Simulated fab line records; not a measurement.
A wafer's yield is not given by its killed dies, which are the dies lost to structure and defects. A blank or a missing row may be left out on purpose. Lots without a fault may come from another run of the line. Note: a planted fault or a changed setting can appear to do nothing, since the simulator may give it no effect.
fab line records    flow n5Finfet
[record] lots = 6  wafers = 17  lastDay = 18
route steps=1938 shown BEOL_M6@1239 PASSIVATION@1936
lots that met no fault: taken from a fault-free run of the same line
startH: hours from the record's first day to the start of the lot's first wafer shown    waitH: time in hours since the lot's previous step    " same as the row above    L1.1+2: several wafers, shown together as one row    - value missing, or start not given    * or withheld: withheld    < > ~ a bound
route shown NAME@n: a module of which the file shows steps, and the number in the route of the first    usual: the fault-free wafers' mean and standard deviation    same: alike in all rows    chamber/n: place in a boat    sites: readings site by site    _std_site: their standard deviation    _edge_site: inner sites' mean taken away from outer sites' mean    radiusMm: how far each site lies from the wafer's centre    mask NAME#n: copy n    behind: the tool/chamber that last shaped the wafer    hold: what put the lot on hold/how long, in hours/how the hold closed    device: transistor that didn't switch, given as n, p or np    end of line: tests run on the same wafers once the route is complete    where a step has no rows: the recipe by itself    killed: count of dies lost to structure and defects at first sort (not the wafer's yield)    map: dies across one wafer; x = killed, . = not, _ = none there
set.NAME: the setting the step ran with; set.NAME@STEP: the setting that earlier step ran with    model.NAME: the simulator's own value behind a step, which no gauge read
a table for each step, a row for each wafer; lots at some steps of the route
services: from which hour (startH, from the record's first day; less than 0 if before it) a tool's chamber was out of use, for how many hours, and why
[[steps]]
[step N5_BEOL_M6_TRENCH_ETCH_37]
[recipe] chemistry = C4F6/O2  targetDepthA = 944.35  target = SiCOH_lowk  timeS = 31.5  ionEnergyEv = 250  pressureMtorr = 30  sourceW = 345  biasW = 185  Ar_flow_sccm = 300  C4F6_flow_sccm = 10  O2_flow_sccm = 10
[step N5_BEOL_M6_ETCH_41]
[recipe] chemistry = CH3F/O2  target = SiCN  targetDepthA = 297  taperDeg = 2  timeS = 52  ionEnergyEv = 120  maskMaterial = TiN  pressureMtorr = 30  sourceW = 395  biasW = 75  Ar_flow_sccm = 150  CH3F_flow_sccm = 30  O2_flow_sccm = 20
[usual] drypumpMotorCurrentA = 5.8/0.53  oesProductAu = 0.79/0.11  rfVppV = 297.9/1.6  showerheadPlenumPTorr = 2.02/0.073  throttleValvePct = 16.24/0.28
lot.wafer  tool        chamber  startH  waitH  drypumpMotorCurrentA  oesProductAu  rfHoursCounterH  rfVppV  showerheadPlenumPTorr  throttleValvePct
L863.1     rieDiel-02  2        -       -      5.2                   0.98          2                296.6   1.98                   16.01
L863.5     "           0        "       "      6.1                   0.91          -                299.8   2.13                   15.79
L863.6     "           1        "       "      5.4                   0.70          -                297.6   1.96                   16.70
L873.1     rieDiel-06  3        -       -      6.8                   0.94          6                297.8   2.06                   15.95
L873.3     "           0        "       "      5.9                   0.70          232              299.1   2.04                   16.46
L874.2     rieDiel-06  3        -       -      6.8                   0.94          7                298.2   2.05                   15.96
L874.4     "           1        "       "      5.2                   0.67          -                298.2   2.06                   16.49
L874.5     "           0        "       "      5.9                   0.71          -                298.4   2.04                   16.44
L877.1     rieDiel-02  2        -       -      5.2                   0.90          31               296.2   1.97                   16.09
L877.2     "           1        "       "      5.4                   0.93          11               296.4   1.96                   16.33
L877.4     "           0        "       "      6.1                   0.85          69               300.7   2.12                   15.87
L879.3     rieDiel-06  1        -       -      5.2                   0.67          249              299.6   2.06                   16.48
L879.4     "           3        "       "      6.8                   0.93          17               299.2   2.05                   15.97
L879.5     "           2        "       "      6.2                   0.95          -                298.2   2.04                   16.01
L882.1     rieDiel-06  3        -       -      6.8                   0.91          22               298.6   2.05                   15.97
L882.2     "           2        "       "      6.2                   0.93          12               299.5   2.03                   16.00
L882.4     "           3        "       "      6.8                   0.91          -                297.8   2.05                   15.99
[step N5_BEOL_M6_STRIP_80]
[recipe] chemistry = N2/H2  timeS = 10  powerW = 450  tempC = 40  pressureMtorr = 20  rfFrequencyHz = 6e+07  biasPowerW = 7  n2FlowSccm = 200  h2FlowSccm = 200
[usual] biasPowerW = 7.001/0.019  drypumpMotorCurrentA = 5.8/0.53  oesProductAu = 0.79/0.11  rfVppV = 59.2/0.93  showerheadPlenumPTorr = 2.56/0.09  throttleValvePct = 23.6/0.38
lot.wafer  tool        chamber  startH  waitH  biasPowerW  drypumpMotorCurrentA  oesProductAu  rfHoursCounterH  rfVppV  showerheadPlenumPTorr  throttleValvePct
L863.1     rieDiel-02  2        -       -      7.000       5.2                   0.99          2                59.8    2.47                   23.4
L863.5     "           0        "       "      6.982       6.1                   0.89          -                60.1    2.70                   22.9
L863.6     "           1        "       "      6.997       5.5                   0.70          -                60.2    2.51                   24.1
L873.1     rieDiel-06  3        -       -      6.981       6.8                   0.95          6                59.7    2.60                   23.4
L873.3     "           0        "       "      7.017       5.9                   0.71          232              57.8    2.61                   23.9
L874.2     rieDiel-06  3        -       -      6.989       6.8                   0.95          7                59.7    2.60                   23.4
L874.4     "           1        "       "      7.018       5.2                   0.66          -                60.3    2.60                   23.4
L874.5     "           0        "       "      7.017       5.9                   0.70          -                61.2    2.61                   23.9
L877.1     rieDiel-02  2        -       -      6.965       5.2                   0.90          31               58.5    2.46                   23.4
L877.2     "           1        "       "      6.979       5.5                   0.93          11               58.8    2.50                   24.0
L877.4     "           0        "       "      7.013       6.1                   0.86          69               60.5    2.68                   23.0
L879.3     rieDiel-06  1        -       -      7.004       5.2                   0.66          249              59.1    2.60                   23.4
L879.4     "           3        "       "      7.000       6.8                   0.93          17               59.5    2.60                   23.4
L879.5     "           2        "       "      6.978       6.2                   0.94          -                60.7    2.61                   23.8
L882.1     rieDiel-06  3        -       -      7.005       6.8                   0.92          22               58.7    2.60                   23.4
L882.2     "           2        "       "      7.001       6.2                   0.94          12               60.1    2.60                   23.8
L882.4     "           3        "       "      7.022       6.8                   0.91          -                59.2    2.60                   23.5
[step N5_BEOL_M6_OCD_MEAS_38]
[usual] trenchDepthNm = 94.7/2
lot.wafer  tool    chamber  startH  waitH  trenchDepthNm
L863.1     ocd-02  -        245.41  -      97.6
L863.5     "       -        "       "      97.8
L863.6     "       -        "       "      92.9
L873.1     ocd-02  -        302.01  -      95.4
L873.3     "       -        "       "      94.0
L874.2     ocd-02  -        303.93  -      93.9
L874.4     "       -        "       "      94.4
L874.5     "       -        "       "      93.0
L877.1     ocd-02  -        324.62  -      98.3
L877.2     "       -        "       "      95.9
L877.4     "       -        "       "      98.8
L879.3     ocd-02  -        335.39  -      95.5
L879.4     "       -        "       "      95.2
L879.5     "       -        "       "      97.5
L882.1     ocd-02  -        344.95  -      94.7
L882.2     "       -        "       "      95.8
L882.4     "       -        "       "      94.4
[step N5_BEOL_M6_HM_STRIP_39]
[recipe] chemistry = peroxideTinStrip  material = TiN  targetDepthA = 250  tempC = 50  timeS = 158
[step N5_BEOL_M6_SRD_40]
[recipe] timeS = 30  tempC = 23  rinseLiquid = diw  dry = ipaMarangoni
[step N5_BEOL_M6_PRECLEAN_42]
[recipe] chemistry = residueRemover  timeS = 60  tempC = 40
[step N5_BEOL_M6_SRD_43]
[recipe] timeS = 30  tempC = 23  rinseLiquid = diw  dry = ipaMarangoni
[step N5_BEOL_M6_CD_MEAS_35]
[recipe] targetCdNm = 40  targetCdYNm = 28  polarity = opening
[usual] cdNm = 40.0/0.64
lot.wafer  tool      chamber  startH  waitH  cdNm
L863.1     cdSem-03  -        245.56  0.0    40.2
L863.5     "         -        "       "      40.7
L863.6     "         -        "       "      39.2
L873.1     cdSem-03  -        302.16  0.0    40.4
L873.3     "         -        "       "      39.7
L874.2     cdSem-03  -        304.09  0.0    40.4
L874.4     "         -        "       "      40.9
L874.5     "         -        "       "      41.6
L877.1     cdSem-01  -        324.77  0.0    38.8
L877.2     "         -        "       "      40.4
L877.4     "         -        "       "      40.1
L879.3     cdSem-01  -        335.54  0.0    40.5
L879.4     "         -        "       "      39.8
L879.5     "         -        "       "      40.0
L882.1     cdSem-02  -        345.10  0.0    39.4
L882.2     "         -        "       "      39.8
L882.4     "         -        "       "      40.1
[step N5_BEOL_M6_CURE_75]
[recipe] tempC = 370  timeS = 120  ambient = DMADMS/He  material = SiCOH_lowk
[usual] lampPowerPct = 52.31/0.055  wafer_temp_C_max = 371.6/0.52
lot.wafer  tool       chamber  startH  waitH  lampPowerPct  wafer_temp_C_max
L863.1     uvCure-02  2        245.60  0.0    52.25         372.7
L863.5     "          2        "       "      52.30         371.9
L863.6     "          2        "       "      52.26         371.6
L873.1     uvCure-01  0        302.43  0.3    52.26         371.0
L873.3     "          0        "       "      52.22         370.7
L874.2     uvCure-01  0        304.18  0.1    52.24         371.6
L874.4     "          0        "       "      52.41         371.2
L874.5     "          0        "       "      52.32         371.5
L877.1     uvCure-02  2        324.82  0.0    52.34         371.7
L877.2     "          2        "       "      52.34         371.5
L877.4     "          2        "       "      52.18         371.3
L879.3     uvCure-02  0        335.68  0.1    52.30         372.2
L879.4     "          0        "       "      52.32         371.5
L879.5     "          0        "       "      52.18         371.4
L882.1     uvCure-03  2        345.15  0.0    52.20         371.0
L882.2     "          2        "       "      52.28         371.7
L882.4     "          2        "       "      52.27         371.5
[step N5_BEOL_M6_DEGAS_44]
[recipe] ambient = vacuum  tempC = 250  timeS = 60
[step N5_BEOL_M6_PRE_CLEAN_45]
[recipe] gas = H2/He  timeS = 30  tempC = 250
[usual] heaterPowerW = 337/45
lot.wafer  tool           chamber  startH  waitH  heaterPowerW
L863.1     pvdSputter-03  -        246.07  0.0    280
L863.5     "              -        "       "      350
L863.6     "              -        "       "      318
L873.1     pvdSputter-03  -        304.20  0.0    345
L873.3     "              -        "       "      314
L874.2     pvdSputter-02  -        304.55  0.0    329
L874.4     "              -        "       "      354
L874.5     "              -        "       "      431
L877.1     pvdSputter-01  -        325.38  0.0    295
L877.2     "              -        "       "      321
L877.4     "              -        "       "      350
L879.3     pvdSputter-01  -        336.04  0.0    348
L879.4     "              -        "       "      327
L879.5     "              -        "       "      326
L882.1     pvdSputter-03  -        346.30  0.0    336
L882.2     "              -        "       "      278
L882.4     "              -        "       "      312
[step N5_BEOL_M6_ALD_77]
[recipe] material = TaN  targetThkA = 20  tempC = 275  aldPrecursorFamily = PDMAT  aldCoReactant = NH3  pressureTorr = 3  carrierFlowSccm = 1500  pulseTimeS = 2  purgeTimeS = 3  coReactantPurgeTimeS = 2  coReactantPulseTimeS = 3  aldCycles = 40  precursorVesselTempC = 75  precursorVesselPressureTorr = 26.25  precursorVesselCarrierSccm = 1000
[usual] aldCycles = 40/0  heaterPowerW = 421/46
lot.wafer  tool         chamber  startH  waitH  aldCycles  heaterPowerW  model.TaN_of_BEOL_M6_ALD_77.thkNm
L863.1     aldMetal-02  0        246.13  0.0    40         516           2
L863.5     "            2        "       "      40         406           2
L863.6     "            3        "       "      40         425           2
L873.1     aldMetal-04  3        304.26  0.0    40         415           2
L873.3     "            1        "       "      48         399           2.4
L874.2     aldMetal-04  0        304.61  0.0    40         473           2
L874.4     "            3        "       "      40         426           2
L874.5     "            1        "       "      48         396           2.4
L877.1     aldMetal-02  3        325.44  0.0    40         432           2
L877.2     "            0        "       "      40         517           2
L877.4     "            1        "       "      40         382           2
L879.3     aldMetal-01  1        336.10  0.0    40         363           2
L879.4     "            3        "       "      40         472           2
L879.5     "            2        "       "      40         364           2
L882.1     aldMetal-02  3        346.41  0.1    40         422           2
L882.2     "            0        "       "      40         496           2
L882.4     "            3        "       "      40         429           2
[step N5_BEOL_M6_SURFACE_TREAT_79]
[recipe] gas = Ar  timeS = *  ionEnergyEv = *  ionCurrentMaCm2 = 0.5  pressureMtorr = *  arFlowSccm = 30
[usual] throttleValvePct = *
lot.wafer  tool           chamber  startH  waitH  throttleValvePct
L863.1     pvdSputter-02  -        246.66  0.4    *
L863.5     "              -        "       "      *
L863.6     "              -        "       "      *
L873.1     pvdSputter-02  -        304.59  0.2    *
L873.3     "              -        "       "      *
L874.2     pvdSputter-01  -        304.98  0.2    *
L874.4     "              -        "       "      *
L874.5     "              -        "       "      *
L877.1     pvdSputter-02  -        325.82  0.2    *
L877.2     "              -        "       "      *
L877.4     "              -        "       "      *
L879.3     pvdSputter-03  -        336.40  0.2    *
L879.4     "              -        "       "      *
L879.5     "              -        "       "      *
L882.1     pvdSputter-03  -        346.70  0.2    *
L882.2     "              -        "       "      *
L882.4     "              -        "       "      *
[step N5_PASSIVATION_PROBE_49]
[usual] defectLimitedYield = 91.4/1.2  killed_at_M0_to_M3 = 35/11  killed_at_M4_up = 14/6  killedAtContacts = 12/6.7  killedAtFrontEnd = 37/9.7  killedAtOther = 3.5/2.5  killedDies = 102/15  killedOpen = 67/12  killedShort = 33/7.3  sort_bin_5_function = 5.1/0.81  sort_bin_6_memory = 3.2/0.65  sortNPass = 1078/15  sortYieldPct = 91.4/1.2
[same] grossDies = 1180  killedAtBackSide = 0  sort_bin_4_leakage[%] = 0  sort_bin_8_speed[%] = 0
lot.wafer  tool       chamber  startH  waitH  defectLimitedYield[%]  killed_at_M0_to_M3  killed_at_M4_up  killedAtContacts  killedAtFrontEnd  killedAtOther  killedDies  killedOpen  killedShort  sort_bin_5_function[%]  sort_bin_6_memory[%]  sortNPass  sortYieldPct[%]
L879.3     prober-01  -        422.11  0.1    91.2                   42                  15               9                 34                4              104         63          37           5.5                     2.9                   1076       91.2
L879.4     prober-01  -        422.16  0.2    90.6                   33                  24               15                38                1              111         79          29           5.8                     3.3                   1069       90.6
L879.5     prober-01  -        422.21  0.2    89.2                   51                  7                16                51                2              127         69          57           6.7                     3.5                   1053       89.2
// killed by level:class
L879.3 BEOL_M0_SAQP:geometricParticle:short=15 BEOL_M0_SAQP:geometricParticle:open=13 STI_FIN_REVEAL:geometricParticle:open=11 BEOL_M1:geometricParticle:open=7 FIN_SAQP:geometricParticle:short=6 MOL_CONTACT_COAG:geometricParticle:open=6 BEOL_M5:geometricParticle:open=5 DUMMY_GATE:geometricParticle:open=3
L879.4 STI_FIN_REVEAL:geometricParticle:open=15 MOL_CONTACT_COAG:geometricParticle:open=12 BEOL_M5:geometricParticle:open=8 BEOL_M0_SAQP:geometricParticle:short=7 BEOL_M2:geometricParticle:open=7 FIN_SAQP:geometricParticle:open=6 BEOL_M1:geometricParticle:open=6 BEOL_M4:geometricParticle:open=6
L879.5 BEOL_M0_SAQP:geometricParticle:short=14 BEOL_M1:geometricParticle:open=13 MOL_CONTACT_COAG:geometricParticle:open=10 FIN_SAQP:geometricParticle:open=9 GATE_CUT:geometricParticle:short=8 STARTING-WAFER:geometricParticle:open=8 FIN_SAQP:geometricParticle:short=7 BEOL_M1:geometricParticle:short=7
[[services]]
tool         chamber  startH  hours  kind
uvCure-01    -        234.58  2.4    repair
rieDiel-06   -        234.94  0.5    repair
rieDiel-06   3        268.66  -      clean
rieDiel-06   3        268.66  -      consumableReplace:focusRing
rieDiel-06   3        268.66  20.6   scheduledDown
rieDiel-06   3        268.66  20.6   ventCycle
uvCure-01    -        269.51  7.6    repair
uvCure-03    -        271.16  7.7    repair
uvCure-01    -        284.05  2.1    pm
rieDiel-06   2        289.23  -      clean
rieDiel-06   2        289.23  -      consumableReplace:focusRing
rieDiel-06   2        289.23  18.8   scheduledDown
rieDiel-06   2        289.23  18.8   ventCycle
uvCure-02    -        290.74  1.0    pm
uvCure-02    -        298.68  10.4   repair
aldMetal-02  -        299.15  0.8    repair
rieDiel-02   -        336.28  0.6    repair
aldMetal-02  2        336.92  11.1   repair
aldMetal-01  -        337.25  14.0   pm
rieDiel-06   1        337.72  -      clean
rieDiel-06   1        337.72  -      consumableReplace:focusRing
rieDiel-06   1        337.72  25.3   scheduledDown
rieDiel-06   1        337.72  25.3   ventCycle
uvCure-01    -        346.03  14.6   pm
[[key]]
[firstSign] step = N5_BEOL_M6_ALD_77  reading = aldCycles  direction = up  sigmas = 99+  usual = *  struck = *
effect none on later readings
[modelEffect] step = N5_BEOL_M6_ALD_77  value = TaN_of_BEOL_M6_ALD_77.thkNm  without = 2  struck = 2.4
metAt N5_BEOL_M6_ALD_77
struckWafers L873.3,L874.5
[baselineLoss] step = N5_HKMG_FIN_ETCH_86  wafers = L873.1
[fault] kind = processParameterDrift  tool = aldMetal-04  chamber = -  onsetH = 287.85  steps = N5_BEOL_M6_ALD_77  channel = aldCycles  offset = *  shape = step  endH = 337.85  scope = struckWafersOnly  actsIn = *  stated = *
// baselineLoss: these wafers lose ten dies or more at that step, a loss of the line's own and not of a fault; the sort's usual values leave them out
